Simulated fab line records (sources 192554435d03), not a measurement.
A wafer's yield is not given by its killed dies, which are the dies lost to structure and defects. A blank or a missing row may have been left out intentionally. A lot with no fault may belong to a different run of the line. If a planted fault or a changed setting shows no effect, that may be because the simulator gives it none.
Struck lot and sound lot, side by side ; flow n5-finfet ; 13 steps out of a route of 1938
Sound: the wafers L339.2, L339.4, L339.5. Wafers struck: L350.1, L350.2, L350.4. The cause comes at the end.
For every step that has rows: the tool of each side, followed by ch and its chambers, followed by its first start. Under that, the readings that differ: sound wafers ; struck wafers ; difference of the means ; sigmas: that difference in standard deviations of wafers without a fault.
alike: words and numbers the same on both sides, and readings whose means are apart by under 2 such deviations; not compared: readings that were withheld, readings missing a value for some wafer, numbers with overlapping values and no deviation given by the record, and bounds like >300 which may hide the same value.
A row with sigmas, a row that says differs or no value, or rows on one side alone: a step with any of these is where the two part. When numbers do not overlap yet have no deviation, they are printed without sigmas and do not part them. A reading missing from all wafers of one side parts the sides only when that side holds two or more wafers.

N5_BEOL_M15_DESCUM_33: chemistry O2, time 7.9 s.
  sound on rie-diel-06 ch 1,2, day 11 17:37; struck on rie-diel-02 ch 0,1,2, day 14 03:00
  alike: drypump-motor-current-A, o2-flow-sccm, oes-product-au, rf-vpp-V, showerhead-plenum-p-Torr, throttle-valve-pct
  not compared: rf-hours-counter-h
N5_BEOL_M15_ETCH_61: etches BARC in N2/H2, target depth 89 nm, overetch 26.7 nm, time 67.9 s.
  sound on rie-diel-06 ch 1,2, day 11 17:40; struck on rie-diel-02 ch 0,1,2, day 14 03:02
  alike: drypump-motor-current-A, h2-flow-sccm, oes-product-au, rf-vpp-V, showerhead-plenum-p-Torr, throttle-valve-pct
  not compared: rf-hours-counter-h
then, 3 steps without rows for these wafers: N5_BEOL_M15_TRENCH_ETCH_34 (etches SiO2 in C4F8/O2/Ar, target depth 872.93 nm, time 199 s); N5_BEOL_M15_STRIP_36 (strips in O2); N5_BEOL_M15_STRIP_62 (strips in O2).
N5_BEOL_M15_STRIP_37: strips in O2.
  sound on rie-diel-06 ch 1,2,3; struck on rie-diel-04 ch 1,3
  alike: drypump-motor-current-A, o2-flow-sccm, oes-product-au, rf-vpp-V, showerhead-plenum-p-Torr, throttle-valve-pct
  not compared: rf-hours-counter-h
then, 3 steps without rows for these wafers: N5_BEOL_M15_ETCH_38 (etches SiCN in CF4/N2, target depth 106.4 nm, time 120.5 s); N5_BEOL_M15_PRECLEAN_39 (cleans in residue remover, time 60 s); N5_BEOL_M15_SRD_40 (time 30 s, dry time 30 s).
N5_BEOL_M15_DEGAS_41: time 60 s.
  sound on pvd-sputter-03 at day 11 18:22; struck on pvd-sputter-01 at day 14 06:52
  alike: heater-power-w
N5_BEOL_M15_PRE_CLEAN_42: time 30 s.
  sound on pvd-sputter-03 at day 11 18:25; struck on pvd-sputter-01 at day 14 06:55
  alike: heater-power-w
N5_BEOL_M15_SPUTTER_43: material TaN, target thk 15 nm, time 24.19 s.
  sound on pvd-sputter-03 at day 11 18:27; struck on pvd-sputter-01 at day 14 06:57
reading;sound;struck;difference;sigmas
cathode-dc-power-W (W);15002 14998 14997;14385 14393 14393;-609;-99 or more
model.TaN_of_BEOL_M15_SPUTTER_43.thk-nm (nm);15 15 15;14.4 14.2 14.6;-0.6;
  alike: throttle-valve-pct
then, 1 step without rows for these wafers: N5_BEOL_M15_SPUTTER_44 (material Ta, target thk 15 nm, time 24.19 s).

WHERE THEY PART
Only at N5_BEOL_M15_SPUTTER_43, within this record.

WHY: whatever the simulator had introduced
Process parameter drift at N5_BEOL_M15_SPUTTER_43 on pvd-sputter-01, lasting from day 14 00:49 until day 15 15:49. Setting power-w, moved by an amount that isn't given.
